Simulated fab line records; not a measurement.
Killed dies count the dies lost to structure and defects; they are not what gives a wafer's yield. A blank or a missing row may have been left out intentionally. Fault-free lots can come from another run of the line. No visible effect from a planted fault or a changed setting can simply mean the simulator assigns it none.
Which tool was responsible? / flow n5 finfet / 24 lots (72 wafers sampled), 1 step of a 1938-step route

WHAT THE GAUGES READ, wafer by wafer
N5_BEOL_M4_THK_MEAS_53: measures by xrf. Usual: for M4_THK the level is 39.4 nm and the standard deviation is 2.2.
lot=L074; measured=day 10 20:26; on=film metro-01; M4_THK (nm)=36.5 41.3 40.2; flag=
lot=L077; measured=day 11 19:37; on=film metro-02; M4_THK (nm)=41.8 38.2 40.4; flag=
lot=L076; measured=day 12 02:01; on=film metro-02; M4_THK (nm)=35.1 37.1 35.2; flag=
lot=L075; measured=day 12 07:23; on=film metro-01; M4_THK (nm)=42.4 38.3 41.0; flag=
lot=L080; measured=day 12 13:12; on=film metro-01; M4_THK (nm)=43.1 37.7 38.7; flag=
lot=L078; measured=day 12 16:24; on=film metro-01; M4_THK (nm)=37.1 41.5 38.5; flag=
lot=L082; measured=day 12 22:14; on=film metro-02; M4_THK (nm)=41.4 37.8 37.8; flag=
lot=L079; measured=day 13 00:33; on=film metro-02; M4_THK (nm)=40.0 38.4 40.0; flag=
lot=L086; measured=day 13 08:49; on=film metro-02; M4_THK (nm)=38.6 39.2 36.7; flag=
lot=L084; measured=day 13 15:32; on=film metro-02; M4_THK (nm)=40.1 39.2 41.2; flag=
lot=L081; measured=day 13 22:25; on=film metro-01; M4_THK (nm)=40.0 41.3 38.8; flag=
lot=L083; measured=day 14 01:08; on=film metro-02; M4_THK (nm)=39.7 40.6 39.2; flag=
lot=L085; measured=day 14 05:06; on=film metro-02; M4_THK (nm)=40.5 35.1 37.3; flag=
lot=L090; measured=day 14 17:07; on=film metro-01; M4_THK (nm)=41.7 35.5 41.2; flag=
lot=L089; measured=day 15 08:16; on=film metro-01; M4_THK (nm)=41.9 40.3 42.6; flag=
lot=L087; measured=day 15 08:29; on=film metro-01; M4_THK (nm)=42.5 40.1 42.5; flag=
lot=L088; measured=day 15 11:16; on=film metro-02; M4_THK (nm)=39.3 39.0 40.0; flag=
lot=L091; measured=day 15 18:31; on=film metro-01; M4_THK (nm)=40.1 36.6 34.9; flag=
lot=L092; measured=day 15 19:11; on=film metro-02; M4_THK (nm)=34.2 40.5 41.3; flag=
lot=L094; measured=day 15 22:22; on=film metro-01; M4_THK (nm)=40.3 35.9 41.6; flag=
lot=L096; measured=day 16 04:08; on=film metro-01; M4_THK (nm)=38.2 42.4 35.3; flag=
lot=L093; measured=day 17 04:01; on=film metro-02; M4_THK (nm)=39.3 39.1 40.5; flag=
lot=L095; measured=day 17 04:31; on=film metro-02; M4_THK (nm)=38.8 42.5 40.2; flag=
lot=L097; measured=day 17 09:22; on=film metro-01; M4_THK (nm)=40.6 37.9 40.8; flag=

WHAT TOOL EACH LOT RAN ON (gives the tool, then ch and the chambers of the sampled wafers, and finally the start)
The record holds no process step before these readings.

WHAT THE TOOLS THEMSELVES READ (means of the sampled wafers that have a number; where no wafer has one, the mark that the record gives instead)
The record holds no such reading with a usual standard deviation.

THE ANSWER, worked out from the rows above alone
Rule: take the mean of a lot's wafers that have a number; if it is more than 3 standard deviations from the usual mean, the lot is off. Also off: a lot with no number at a reading for which 4 or more lots have one. The other lots that the step has rows for count as sound. The gauges are gone through in route order, then the tools' own readings, and for those a lot's mean is taken as printed above. At the first step where some lot is off, the reading lying furthest off is the one used; lots without a number count as furthest.
Nothing can be told from this: no lot is off at any reading shown.

WHAT THE SIMULATOR PUT IN
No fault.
